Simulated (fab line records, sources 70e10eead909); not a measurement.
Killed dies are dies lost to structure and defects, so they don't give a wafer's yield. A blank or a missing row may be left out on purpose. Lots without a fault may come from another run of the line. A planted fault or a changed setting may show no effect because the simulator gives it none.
fab line records | flow nand_harc
record lots=6 wafers=18 last_day=33
route steps=1302 shown A_CHANNEL_HOLE_D1@482 A_CHANNEL_FILL_D1@490 END@1302
lots that met no fault: from a run of the same line without faults
start_h: hours from the record's first day to the start of the lot's first wafer shown | wait_h: hours since the lot's step before | " the same as in the row above | L1.1+2: a row that stands for several wafers | - no value, or no start given | * or withheld: withheld | < > ~ a bound
route shown NAME@n: a module of which the file shows steps, and the number in the route of the first | usual: mean/standard deviation of fault-free wafers | same: alike in all rows | chamber/n: place in a boat | sites: the reading at each site | _std_site: their standard deviation | _edge_site: outer sites' mean less inner sites' | radius_mm: how far each site lies from the wafer's centre | mask NAME#n: copy n | behind: the tool/chamber that last shaped the wafer | hold: why the lot was held/for how many hours/how that ended | device: the transistor (n, p or np) that didn't switch | end of line: the same wafers' tests at the end of the route | a step without rows: its recipe alone | killed: dies lost to structure and defects at the first sort, not the wafer's yield | map: a wafer's dies, x killed, . not, _ none there
set.NAME: the setting as run; set.NAME@STEP: as run at that earlier step | model.NAME: the simulator's own value behind a step, which no gauge read
lots at some steps of the route; a table a step, a row a wafer
services: from which hour (start_h, from the record's first day; less than 0 if before it) a tool's chamber was out of use, for how many hours, and why
## steps
# step NHARC_A_CHANNEL_HOLE_D1_STRIP_43
# recipe o2_flow_sccm=400 cos_flow_sccm=20 ar_flow_sccm=0 bias_w=0 chemistry=O2/COS
# step NHARC_A_CHANNEL_HOLE_D1_ETCH_44
# recipe target_depth_a=1400 overetch_a=140 time_s=77 ion_energy_ev=100 cf4_flow_sccm=80 o2_flow_sccm=20 ar_flow_sccm=0 rf_w=300 bias_w=100 chemistry=CF4/O2
# usual drypump_motor_current_A=5.5/0.38 oes_ar_750_au=1.000/0.0049 oes_product_au=1.005/0.0099 rf_vpp_V=197.1/1.1 showerhead_plenum_p_Torr=1.30/0.04 throttle_valve_pct=13.397/0.0092
# columns lot.wafer tool chamber start_h wait_h drypump_motor_current_A oes_ar_750_au oes_product_au rf_hours_counter_h rf_vpp_V showerhead_plenum_p_Torr throttle_valve_pct
L806.3 rie_diel-09 2 204.39 0.1 5.1 1.000 1.008 5 196.6 1.33 13.400
L806.4 " 3 " " 5.7 0.994 1.014 5 196.4 1.26 13.381
L806.5 " 0 " " 5.9 0.998 1.015 - 195.9 1.26 13.396
L809.1 rie_diel-09 1 216.32 0.1 5.1 0.999 1.011 7 196.1 1.33 13.384
L809.5 " 2 " " 5.1 0.994 1.009 - 198.8 1.33 13.392
L809.6 " 3 " " 5.7 1.003 1.014 - 196.4 1.26 13.398
L811.3 rie_diel-09 0 246.01 0.1 5.9 1.001 1.013 8 195.9 1.26 13.392
L811.4 " 1 " " 5.1 0.987 1.007 9 197.7 1.33 13.398
L811.1 " 2 " " 5.1 1.001 0.986 8 196.6 1.33 13.384
L819.1 rie_diel-09 2 330.27 0.1 5.1 1.004 1.000 0 198.6 1.33 13.398
L819.3 " 1 " " 5.1 1.000 1.001 0 197.1 1.33 13.407
L819.5 " 3 " " 5.7 1.001 1.007 - 195.6 1.26 13.401
L822.1 rie_diel-13 3 352.85 0.0 6.6 0.998 0.992 1 196.8 1.26 13.392
L822.6 " 3 " " 6.6 0.997 0.994 - 195.8 1.26 13.407
L822.5 " 0 " " 5.9 0.992 0.994 - 196.1 1.29 13.415
L828.3 rie_diel-09 1 420.22 0.1 5.1 0.994 0.987 8 197.0 1.33 13.396
L828.1 " 3 " " 5.7 0.996 0.999 10 196.7 1.26 13.399
L828.6 " 0 " " 5.9 1.001 1.023 - 197.3 1.26 13.395
# step NHARC_A_CHANNEL_HOLE_D1_STRIP_27
# recipe o2_flow_sccm=500 ar_flow_sccm=0 bias_w=0 chemistry=O2
# usual drypump_motor_current_A=5.6/0.38 oes_product_au=1.006/0.0095 rf_vpp_V=57.5/0.8 showerhead_plenum_p_Torr=3.44/0.1 throttle_valve_pct=17.035/0.0097
# columns lot.wafer tool chamber start_h wait_h drypump_motor_current_A oes_product_au rf_hours_counter_h rf_vpp_V showerhead_plenum_p_Torr throttle_valve_pct
L806.3 rie_diel-09 0 - - 6.0 1.010 5 56.5 3.34 17.026
L806.4 " 1 " " 5.2 0.998 5 57.3 3.52 17.040
L806.5 " 0 " " 5.9 1.020 - 57.6 3.34 17.042
L809.1 rie_diel-09 2 - - 5.1 0.990 6 58.0 3.52 17.041
L809.5 " 1 " " 5.1 1.009 - 60.0 3.52 17.038
L809.6 " 2 " " 5.2 1.003 - 56.1 3.52 17.044
L811.1 rie_diel-09 3 - - 5.7 1.014 7 56.7 3.34 17.046
L811.4 " 0 " " 6.0 1.014 8 58.0 3.34 17.021
L811.3 " 1 " " 5.1 1.004 9 59.1 3.52 17.040
L819.3 rie_diel-09 3 - - 5.7 1.000 0 57.2 3.34 17.036
L819.1 " 0 " " 6.0 1.019 0 58.1 3.33 17.051
L819.5 " 0 " " 6.0 1.014 - 57.2 3.33 17.026
L822.1 rie_diel-13 1 - - 5.5 1.009 0 58.5 3.81 17.045
L822.5 " 2 " " 5.9 1.033 - 58.3 3.55 17.021
L822.6 " 3 " " 6.6 0.994 - 56.2 3.33 17.029
L828.3 rie_diel-09 0 - - 6.0 1.022 9 55.9 3.33 17.030
L828.1 " 3 " " 5.7 1.007 10 57.4 3.34 17.046
L828.6 " 0 " " 6.0 1.018 - 57.7 3.33 17.043
# step NHARC_A_CHANNEL_HOLE_D1_PRECLEAN_28
# recipe time_s=* temp_c=50 bath_age_min=0 chemistry=SC1
# step NHARC_A_CHANNEL_HOLE_D1_SRD_29
# step NHARC_A_CHANNEL_HOLE_D1_CD_MEAS_30
# usual cd_nm=89.8/1.1
# columns lot.wafer tool chamber start_h wait_h cd_nm
L806.3 cd_sem-01 - 205.18 - 88.1
L806.4 " - " " 87.5
L806.5 " - " " 89.1
L809.1 cd_sem-02 - 217.08 - 89.7
L809.5 " - " " 89.4
L809.6 " - " " 87.7
L811.1 cd_sem-02 - 246.80 - 88.4
L811.3 " - " " 88.0
L811.4 " - " " 88.5
L819.1 cd_sem-03 - 331.06 - 91.3
L819.3 " - " " 90.2
L819.5 " - " " 91.0
L822.1 cd_sem-02 - 353.67 - 90.2
L822.5 " - " " 90.7
L822.6 " - " " 91.2
L828.1 cd_sem-02 - 421.01 - 89.7
L828.3 " - " " 91.0
L828.6 " - " " 91.8
# step NHARC_A_CHANNEL_HOLE_D1_XSEM_31
# recipe landing_energy_ev=35000
# usual bot_cd_nm=74.3/1.2 bow_nm=8.7/0.32 tilt_deg=0.07/0.038
# columns lot.wafer tool chamber start_h wait_h bot_cd_nm bow_nm tilt_deg
L806.3 xsem-01 0 205.26 0.1 72.3 8.6 0.11
L806.4 " 0 " " 72.5 8.5 0.11
L806.5 " 0 " " 73.7 8.5 0.11
L809.1 xsem-02 0 217.18 0.1 73.9 9.2 0.04
L809.5 " 0 " " 73.9 9.1 0.04
L809.6 " 0 " " 72.6 9.2 0.04
L811.1 xsem-02 0 246.89 0.1 71.7 8.6 0.10
L811.3 " 0 " " 72.0 8.7 0.10
L811.4 " 0 " " 72.7 8.6 0.10
L819.1 xsem-01 0 331.15 0.1 74.8 8.8 0.02
L819.3 " 0 " " 74.1 8.9 0.02
L819.5 " 0 " " 74.9 8.9 0.02
L822.1 xsem-01 0 353.75 0.1 74.9 8.1 0.09
L822.5 " 0 " " 75.1 8.2 0.09
L822.6 " 0 " " 75.8 8.1 0.09
L828.1 xsem-01 0 421.09 0.1 73.3 8.9 0.06
L828.3 " 0 " " 75.1 8.8 0.06
L828.6 " 0 " " 75.8 8.9 0.06
# step NHARC_A_CHANNEL_HOLE_D1_INSPECT_40
# usual raw_defect_count=68/27
# columns lot.wafer tool chamber start_h wait_h raw_defect_count
L806.3 defect_inspect-02 - 205.35 - 54
L806.4 " - " " 57
L806.5 " - " " 73
L809.1 defect_inspect-01 - 217.27 - 78
L809.5 " - " " 100
L809.6 " - " " 68
L811.1 defect_inspect-01 - 246.99 - 95
L811.3 " - " " 99
L811.4 " - " " 102
L819.1 defect_inspect-01 - 331.24 - 50
L819.3 " - " " 57
L819.5 " - " " 37
L822.1 defect_inspect-01 - 353.85 - 122
L822.5 " - " " 112
L822.6 " - " " 98
L828.1 defect_inspect-02 - 421.19 - 55
L828.3 " - " " 56
L828.6 " - " " 36
# step NHARC_A_CHANNEL_FILL_D1_PRECLEAN_00
# recipe time_s=* temp_c=50 bath_age_min=0 chemistry=SC1
# step NHARC_A_CHANNEL_FILL_D1_SRD_01
# step NHARC_A_CHANNEL_FILL_D1_ALD_02
# recipe target_thk_a=60 pulse_time_s=10 ald_cycles=60 temp_c=300 material=SiO2
# usual ald_cycles=60/0 heater_power_w=467/31 precursor_pulse_height_rel=1.000/0.019
# columns lot.wafer tool chamber start_h wait_h ald_cycles heater_power_w precursor_pulse_height_rel
L806.3 ald_hk-02 2 209.06 - 60 437 1.039
L806.4 " 0 " " 60 500 1.016
L806.5 " 3 " " 60 460 0.980
L809.1 ald_hk-04 1 217.73 0.3 60 447 0.987
L809.5 " 2 " " 60 468 0.991
L809.6 " 3 " " 60 488 1.046
L811.1 ald_hk-03 2 248.72 - 60 459 1.004
L811.3 " 3 " " 60 446 1.040
L811.4 " 1 " " 60 429 0.989
L819.1 ald_hk-03 1 331.44 - 60 433 1.006
L819.3 " 2 " " 60 465 1.000
L819.5 " 2 " " 60 462 0.962
L822.1 ald_hk-04 2 354.05 - 60 478 1.005
L822.5 " 2 " " 60 485 0.996
L822.6 " 3 " " 60 535 0.972
L828.1 ald_hk-03 3 422.08 - 60 507 0.991
L828.3 " 0 " " 60 492 1.001
L828.6 " 2 " " 60 457 0.982
# step NHARC_A_CHANNEL_FILL_D1_ALD_03
# recipe target_thk_a=60 pulse_time_s=60 ald_cycles=58 temp_c=630 pressure_torr=2 material=SiNx
# usual ald_cycles=58/0 precursor_pulse_height_rel=1.000/0.02
# columns lot.wafer tool chamber start_h wait_h ald_cycles precursor_pulse_height_rel
L806.3 ald_sin_batch-03 0 - - 58 0.983
L806.4 " 0 " " 58 1.007
L806.5 " 0 " " 58 0.980
L809.1 ald_sin_batch-01 0 - - 58 0.973
L809.5 " 0 " " 58 1.023
L809.6 " 0 " " 58 0.985
L811.1 ald_sin_batch-01 0 - - 58 0.979
L811.3 " 0 " " 58 1.018
L811.4 " 0 " " 58 1.017
L819.1 ald_sin_batch-02 0 - - 58 0.987
L819.3 " 0 " " 58 0.996
L819.5 " 0 " " 58 0.958
L822.1 ald_sin_batch-01 0 - - 58 1.021
L822.5 " 0 " " 58 0.985
L822.6 " 0 " " 58 1.037
L828.1 ald_sin_batch-02 0 - - 58 0.996
L828.3 " 0 " " 58 1.013
L828.6 " 0 " " 58 0.971
# step NHARC_A_CHANNEL_FILL_D1_ALD_14
# recipe target_thk_a=25 pulse_time_s=10 ald_cycles=25 temp_c=300 material=SiO2
# usual ald_cycles=25/0 heater_power_w=469/27 precursor_pulse_height_rel=1.001/0.019
# columns lot.wafer tool chamber start_h wait_h ald_cycles heater_power_w precursor_pulse_height_rel
L806.3 ald_hk-04 1 216.74 0.8 25 436 1.012
L806.4 " 2 " " 25 471 0.978
L806.5 " 3 " " 25 505 1.004
L809.1 ald_hk-04 0 225.74 1.3 23 477 1.000
L809.6 " 2 " " 23 473 1.011
L809.5 " 3 " " 25 485 0.982
L811.3 ald_hk-04 1 256.16 0.0 25 434 1.019
L811.4 " 3 " " 25 497 1.005
L811.1 " 0 " " 23 462 1.028
L819.3 ald_hk-02 3 338.42 0.1 25 477 0.987
L819.1 " 0 " " 25 500 1.018
L819.5 " 2 " " 25 442 0.997
L822.1 ald_hk-02 0 361.22 0.9 25 505 1.011
L822.5 " 2 " " 25 446 1.017
L822.6 " 3 " " 25 487 0.997
L828.3 ald_hk-03 3 428.99 0.0 25 496 1.020
L828.1 " 0 " " 25 499 1.007
L828.6 " 3 " " 25 474 1.001
# step NHARC_A_CHANNEL_FILL_D1_ALD_15
# recipe target_thk_a=20 pulse_time_s=60 ald_cycles=19 temp_c=630 pressure_torr=2 material=SiNx
# step NHARC_END_SORT_01
# recipe temp_c=25
# usual killed_at_array=55/20 killed_at_other=1.2/1.3 killed_at_periphery=4.0/3 killed_dies=60/21 killed_open=3.2/1.9 killed_short=2.5/1.6
# same gross_dies=677
# columns lot.wafer tool chamber start_h wait_h killed_at_array killed_at_other killed_at_periphery killed_dies killed_open killed_short
L806.3 prober-01 0 585.19 3.1 64 2 7 73 2 2
L806.4 prober-01 0 585.98 3.4 65 0 9 74 4 2
L806.5 prober-01 0 586.78 3.7 65 3 7 75 7 2
# killed by level:class
L806.3 A_CHANNEL_HOLE_D2:chamber_film_flake=36 A_SLIT:chamber_film_flake=20 P_M2:chamber_film_flake=5 A_CONTACT:chamber_film_flake=3 THIN_TSV:chamber_film_flake=2 A_CHANNEL_FILL_D1:geometric_particle:short=1 A_ONON_D2:geometric_particle:short=1 A_CHANNEL_HOLE_D2:geometric_particle:open=1
L806.4 A_CHANNEL_HOLE_D2:chamber_film_flake=34 A_SLIT:chamber_film_flake=21 P_GATE:chamber_film_flake=5 P_M2:chamber_film_flake=3 A_ONON_D1:geometric_particle:open=1 A_CHANNEL_FILL_D1:geometric_particle:short=1 A_ONON_D2:geometric_particle:open=1 A_CHANNEL_FILL_D2:geometric_particle:open=1
L806.5 A_CHANNEL_HOLE_D2:chamber_film_flake=30 A_SLIT:chamber_film_flake=21 A_CHANNEL_HOLE_D1:chamber_film_flake=4 P_GATE:chamber_film_flake=3 P_ZERO_WELL:chamber_film_flake=2 THIN_TSV:chamber_film_flake=2 P_CONTACT:geometric_particle:open=1 A_ONON_D1:geometric_particle:open=1
## services
# columns tool chamber start_h hours kind
rie_diel-09 0 201.10 - clean
rie_diel-09 1 201.10 - clean
rie_diel-09 2 201.10 - clean
rie_diel-09 3 201.10 - clean
rie_diel-13 - 211.85 0.2 repair
ald_hk-03 - 213.73 10.0 pm
rie_diel-13 0 219.10 4.8 repair
rie_diel-09 0 225.60 - clean
rie_diel-09 1 225.60 - clean
rie_diel-09 2 225.60 - clean
rie_diel-09 3 225.60 - clean
rie_diel-09 3 232.56 7.2 repair
ald_hk-03 - 243.82 0.2 repair
rie_diel-09 0 250.10 - clean
rie_diel-09 1 250.10 - clean
rie_diel-09 2 250.10 - clean
ald_hk-04 - 259.74 10.0 pm
ald_sin_batch-02 - 266.00 26.0 pm
rie_diel-09 - 320.10 9.0 pm
rie_diel-13 - 342.06 9.0 pm
ald_hk-02 - 351.14 10.0 pm
xsem-01 - 374.00 14.0 pm
ald_hk-03 - 391.73 10.0 pm
xsem-02 - 410.70 7.6 repair
## key
first_sign step=NHARC_A_CHANNEL_FILL_D1_ALD_14 reading=ald_cycles direction=down sigmas=99+ usual=25 struck=23
effect none on later readings
met_at NHARC_A_CHANNEL_FILL_D1_ALD_14
struck_wafers L809.1,L809.6,L811.1
tester_left_out L809,L811
fault kind=process_parameter_drift tool=ald_hk-04 chamber=- onset_h=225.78 steps=NHARC_A_CHANNEL_FILL_D1_ALD_14 channel=ald_cycles offset=-2 shape=step end_h=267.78 scope=struck_wafers_only acts_in=these_recipes_only stated=25
# tester_left_out: of these lots the tester's yield and bins aren't shown, on N5 and GAA mostly nor the transistor test; their killed dies are dies lost to structure and defects alone, not to doping, threshold or leakage, so they don't give the yield
